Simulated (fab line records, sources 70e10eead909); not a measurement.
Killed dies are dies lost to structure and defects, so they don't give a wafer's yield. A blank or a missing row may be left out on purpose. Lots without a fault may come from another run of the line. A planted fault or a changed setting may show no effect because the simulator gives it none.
fab line records | flow nand_harc
record lots=15 wafers=45 last_day=33
route steps=1302 shown P_ZERO_WELL@16 P_STI@83
lots that met no fault: from a run of the same line without faults
start_h: hours from the record's first day to the start of the lot's first wafer shown | wait_h: hours since the lot's step before | " the same as in the row above | L1.1+2: a row that stands for several wafers | - no value, or no start given | * or withheld: withheld | < > ~ a bound
route shown NAME@n: a module of which the file shows steps, and the number in the route of the first | usual: mean/standard deviation of fault-free wafers | same: alike in all rows | chamber/n: place in a boat | sites: the reading at each site | _std_site: their standard deviation | _edge_site: outer sites' mean less inner sites' | radius_mm: how far each site lies from the wafer's centre | mask NAME#n: copy n | behind: the tool/chamber that last shaped the wafer | hold: why the lot was held/for how many hours/how that ended | device: the transistor (n, p or np) that didn't switch | end of line: the same wafers' tests at the end of the route | a step without rows: its recipe alone | killed: dies lost to structure and defects at the first sort, not the wafer's yield | map: a wafer's dies, x killed, . not, _ none there
set.NAME: the setting as run; set.NAME@STEP: as run at that earlier step | model.NAME: the simulator's own value behind a step, which no gauge read
steps of the route over a sample of lots; a table a step, a row a wafer
services: from which hour (start_h, from the record's first day; less than 0 if before it) a tool's chamber was out of use, for how many hours, and why
## steps
# step NHARC_P_ZERO_WELL_DESCUM_13
# recipe time_s=3 o2_flow_sccm=200 ar_flow_sccm=0 bias_power_w=0 chemistry=O2
# usual drypump_motor_current_A=5.7/0.46 oes_product_au=0.995/0.0093 rf_vpp_V=57.9/0.87 showerhead_plenum_p_Torr=1.94/0.078 throttle_valve_pct=11.311/0.0087
# columns lot.wafer tool chamber start_h wait_h drypump_motor_current_A oes_product_au rf_hours_counter_h rf_vpp_V showerhead_plenum_p_Torr throttle_valve_pct
L407.4 rie_diel-10 2 41.26 - 6.1 0.990 40 58.2 1.76 11.307
L407.2 " 3 " " 4.7 0.995 42 58.7 1.94 11.304
L407.3 " 0 " " 5.4 1.000 43 58.0 1.96 11.323
L408.3 rie_diel-03 3 51.27 - 5.9 0.998 39 59.5 2.03 11.325
L408.2 " 1 " " 5.7 1.007 38 58.4 1.86 11.315
L408.1 " 2 " " 5.4 0.991 35 57.6 2.03 11.308
L411.4 rie_diel-03 0 81.39 - 5.9 0.991 52 57.0 1.83 11.315
L411.2 " 1 " " 5.7 0.995 48 56.6 1.86 11.302
L411.1 " 3 " " 5.9 0.998 49 59.0 2.03 11.325
L412.3 rie_diel-09 2 91.39 - 5.2 1.003 33 59.5 1.88 11.299
L412.1 " 1 " " 6.0 0.995 33 58.4 2.02 11.315
L412.5 " 2 " " 5.2 1.005 - 57.5 1.88 11.310
L414.4 rie_diel-10 2 111.78 - 6.0 1.000 10 58.8 2.07 11.297
L414.1 " 3 " " 4.7 0.986 12 59.5 1.93 11.327
L414.2 " 0 " " 5.4 1.008 14 58.3 1.95 11.315
L417.2 rie_diel-10 0 141.43 - 5.4 1.005 21 57.4 1.95 11.326
L417.1 " 1 " " 6.5 0.988 22 58.4 1.94 11.308
L417.5 " 3 " " 4.7 0.992 - 56.5 1.93 11.325
L418.2 rie_diel-03 2 151.41 - 5.4 1.005 15 58.9 2.02 11.300
L418.5 " 0 " " 6.0 1.014 - 58.4 1.83 11.309
L418.6 " 1 " " 5.7 1.014 - 56.7 1.85 11.297
L419.3 rie_diel-10 2 161.40 - 6.1 0.978 30 57.5 2.07 11.315
L419.5 " 2 " " 6.1 0.989 - 57.4 2.07 11.309
L419.6 " 3 " " 4.7 0.978 - 56.9 1.93 11.305
L420.4 rie_diel-03 0 171.44 - 5.9 0.999 17 56.9 1.83 11.298
L420.2 " 2 " " 5.4 1.005 19 58.8 2.02 11.314
L420.5 " 0 " " 5.9 1.000 - 57.7 1.83 11.313
L423.4 rie_diel-09 2 201.40 - 5.2 0.984 12 56.8 1.87 11.302
L423.1 " 3 " " 5.6 0.995 14 57.2 1.98 11.304
L423.6 " 2 " " 5.2 0.988 - 56.9 1.87 11.321
L424.4 rie_diel-09 2 211.27 - 5.2 0.990 14 57.2 1.87 11.306
L424.5 " 2 " " 5.2 0.997 - 56.4 1.87 11.309
L424.6 " 3 " " 5.6 0.992 - 56.7 1.98 11.306
L425.3 rie_diel-10 1 221.82 - 6.4 0.989 51 57.5 1.93 11.327
L425.1 " 0 " " 5.4 0.996 45 57.7 1.94 11.305
L425.6 " 1 " " 6.4 0.979 - 57.1 1.93 11.314
L426.3 rie_diel-03 1 231.28 - 5.7 1.002 40 59.1 1.84 11.320
L426.4 " 2 " " 5.4 0.996 37 58.8 2.01 11.317
L426.5 " 2 " " 5.4 0.997 - 57.2 2.01 11.314
L427.4 rie_diel-03 1 241.34 - 5.7 0.995 44 57.7 1.84 11.306
L427.1 " 2 " " 5.4 0.994 41 57.5 2.01 11.306
L427.6 " 1 " " 5.7 1.007 - 58.7 1.84 11.309
L428.4 rie_diel-09 1 251.27 - 6.0 1.006 27 58.1 2.00 11.311
L428.3 " 0 " " 5.2 1.012 29 56.7 1.90 11.332
L428.6 " 1 " " 6.0 0.995 - 58.3 2.00 11.320
# step NHARC_P_ZERO_WELL_IMPLANT_60
# recipe energy_kev=30 dose_cm2=2e+12 tilt_deg=7
# usual beam_energy_keV=30.000/0.0093 beam_on_s=10.01/0.21 tilt_deg=7.004/0.021
# columns lot.wafer tool chamber start_h wait_h beam_energy_keV beam_on_s tilt_deg
L407.2 implanter-02 0 44.85 0.2 29.985 10.10 7.017
L407.3 " 0 " " 29.999 9.85 6.995
L407.4 " 0 " " 29.993 9.93 6.983
L408.1 implanter-02 0 54.82 0.1 30.011 9.91 6.978
L408.2 " 0 " " 30.010 10.37 6.992
L408.3 " 0 " " 30.016 9.92 6.994
L411.1 implanter-02 0 84.87 0.1 30.003 9.91 7.013
L411.2 " 0 " " 30.002 9.87 7.008
L411.4 " 0 " " 30.004 10.26 7.026
L412.1 implanter-02 0 95.36 0.2 30.000 9.89 6.975
L412.3 " 0 " " 29.999 10.05 6.971
L412.5 " 0 " " 29.990 9.90 6.975
L414.1 implanter-02 0 115.28 0.1 29.997 9.86 6.988
L414.2 " 0 " " 29.997 10.20 6.970
L414.4 " 0 " " 29.992 9.77 6.940
L417.1 implanter-01 0 144.65 0.1 30.006 9.96 7.031
L417.2 " 0 " " 30.009 9.77 7.013
L417.5 " 0 " " 30.013 10.06 6.984
L418.2 implanter-01 - 154.99 0.1 - - -
L418.5 " - " " - - -
L418.6 " - " " - - -
L419.3 implanter-02 - 164.91 0.2 - - -
L419.5 " - " " - - -
L419.6 " - " " - - -
L420.2 implanter-02 - 177.68 0.2 - - -
L420.4 " - " " - - -
L420.5 " - " " - - -
L423.1 implanter-01 0 204.89 0.2 30.012 9.77 6.989
L423.4 " 0 " " 29.996 10.09 7.028
L423.6 " 0 " " 29.995 9.68 6.998
L424.4 implanter-02 0 214.72 0.1 30.010 10.21 6.993
L424.5 " 0 " " 30.015 10.26 6.985
L424.6 " 0 " " 30.004 10.36 7.008
L425.1 implanter-01 0 225.98 0.2 29.998 10.29 6.990
L425.3 " 0 " " 29.991 10.30 7.007
L425.6 " 0 " " 29.997 9.97 7.007
L426.3 implanter-02 0 234.88 0.1 29.989 9.91 6.988
L426.4 " 0 " " 29.996 9.96 6.977
L426.5 " 0 " " 29.989 9.78 6.990
L427.1 implanter-01 0 244.72 0.1 29.982 10.01 6.970
L427.4 " 0 " " 29.997 10.00 7.031
L427.6 " 0 " " 29.995 10.26 7.004
L428.3 implanter-01 0 254.71 0.2 29.998 10.19 7.008
L428.4 " 0 " " 29.993 10.04 6.998
L428.6 " 0 " " 30.001 9.90 7.010
# step NHARC_P_STI_CD_MEAS_09
# recipe target_cd_nm=200 landing_energy_ev=500
# usual cd_nm=198.0/1.9
# columns lot.wafer tool chamber start_h wait_h cd_nm
L407.2 cd_sem-01 0 64.32 - 198.5
L407.3 " 0 " " 197.6
L407.4 " 0 " " 196.1
L408.1 cd_sem-02 0 72.70 - 197.1
L408.2 " 0 " " 198.5
L408.3 " 0 " " 199.1
L411.1 cd_sem-02 0 105.42 - 198.9
L411.2 " 0 " " 201.6
L411.4 " 0 " " 199.0
L412.1 cd_sem-03 0 113.49 - 199.8
L412.3 " 0 " " 196.5
L412.5 " 0 " " 198.5
L414.1 cd_sem-02 0 137.30 - 196.4
L414.2 " 0 " " 196.5
L414.4 " 0 " " 194.1
L417.1 cd_sem-02 0 165.18 - 198.6
L417.2 " 0 " " 198.9
L417.5 " 0 " " 200.8
L423.1 cd_sem-02 0 222.86 - 196.0
L423.4 " 0 " " 202.0
L423.6 " 0 " " 200.7
L424.4 cd_sem-03 0 232.99 - 200.2
L424.5 " 0 " " 200.3
L424.6 " 0 " " 200.6
L425.1 cd_sem-02 0 243.53 - 197.3
L425.3 " 0 " " 199.2
L425.6 " 0 " " 200.4
L426.3 cd_sem-01 0 253.72 - 198.1
L426.4 " 0 " " 198.3
L426.5 " 0 " " 199.8
L427.1 cd_sem-02 0 262.68 - 197.6
L427.4 " 0 " " 196.2
L427.6 " 0 " " 198.5
L428.3 cd_sem-03 0 274.88 - 200.7
L428.4 " 0 " " 199.6
L428.6 " 0 " " 198.4
# step NHARC_P_STI_INSPECT_11
# usual raw_defect_count=5.3/2.6
# columns lot.wafer tool chamber start_h wait_h raw_defect_count
L407.2 defect_inspect-01 - 64.44 0.0 3
L407.3 " - " " 3
L407.4 " - " " 3
L408.1 defect_inspect-01 - 72.83 0.0 1
L408.2 " - " " 5
L408.3 " - " " 9
L411.1 defect_inspect-02 - 105.55 0.0 6
L411.2 " - " " 4
L411.4 " - " " 6
L412.1 defect_inspect-01 - 113.62 0.0 10
L412.3 " - " " 11
L412.5 " - " " 4
L414.1 defect_inspect-02 - 137.42 0.0 11
L414.2 " - " " 7
L414.4 " - " " 1
L417.1 defect_inspect-01 - 165.30 0.0 5
L417.2 " - " " 4
L417.5 " - " " 4
L423.1 defect_inspect-02 - 222.98 0.0 8
L423.4 " - " " 6
L423.6 " - " " 7
L424.4 defect_inspect-02 - 233.11 0.0 5
L424.5 " - " " 2
L424.6 " - " " 3
L425.1 defect_inspect-01 - 243.67 0.0 5
L425.3 " - " " 7
L425.6 " - " " 6
L426.3 defect_inspect-01 - 253.85 0.0 9
L426.4 " - " " 9
L426.5 " - " " 5
L427.1 defect_inspect-02 - 262.80 0.0 6
L427.4 " - " " 2
L427.6 " - " " 6
L428.3 defect_inspect-01 - 275.00 0.0 6
L428.4 " - " " 4
L428.6 " - " " 5
## services
# columns tool chamber start_h hours kind
implanter-02 - 19.00 4.6 repair
implanter-01 - 30.08 3.8 repair
rie_diel-03 0 35.87 - clean
rie_diel-03 1 35.87 - clean
rie_diel-03 2 35.87 - clean
rie_diel-03 3 35.87 - clean
implanter-01 - 49.65 7.4 repair
rie_diel-03 0 61.37 - clean
rie_diel-03 1 61.37 - clean
rie_diel-10 - 65.54 9.0 pm
implanter-02 - 76.82 2.6 repair
implanter-01 - 102.40 0.5 repair
rie_diel-09 1 103.60 1.6 repair
rie_diel-03 - 105.37 9.0 pm
implanter-02 - 146.29 13.0 pm
rie_diel-09 - 147.79 1.0 repair
rie_diel-10 0 154.04 18.7 repair
rie_diel-03 2 162.43 8.3 repair
rie_diel-09 1 163.70 5.1 repair
rie_diel-10 2 169.91 4.2 repair
rie_diel-03 - 210.27 0.7 repair
rie_diel-10 3 214.92 5.4 repair
rie_diel-10 - 242.54 9.0 pm
rie_diel-09 - 246.98 0.6 repair
## key
first_sign step=NHARC_P_ZERO_WELL_IMPLANT_60 reading=tool_record direction=missing
effect none on later readings
met_at NHARC_P_ZERO_WELL_IMPLANT_60
struck_lots L418,L419,L420
later_rows_left_out L418.2,L418.5,L418.6,L419.3,L419.5,L419.6,L420.2,L420.4,L420.5
sort_left_out L418.2,L418.5,L418.6,L419.3,L419.5,L419.6,L420.2,L420.4,L420.5
tester_left_out L418,L419,L420
not_acting_at NHARC_P_ZERO_WELL_DESCUM_13,NHARC_P_STI_CD_MEAS_09,NHARC_P_STI_INSPECT_11
onset_between 144.65 154.99
fault kind=skipped_step_whole tool=implanter-01,implanter-02 chamber=- onset_h=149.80 steps=NHARC_P_ZERO_WELL_IMPLANT_60 scope=struck_lots_only
# tester_left_out: of these lots the tester's yield and bins aren't shown, on N5 and GAA mostly nor the transistor test; their killed dies are dies lost to structure and defects alone, not to doping, threshold or leakage, so they don't give the yield
# sort_left_out: the simulated sort isn't trusted on such a fault, so these wafers' sort isn't shown, and their yield isn't known
# later_rows_left_out: the simulator's readings of these wafers behind a module that went badly wrong aren't trusted and aren't shown, but for the sort
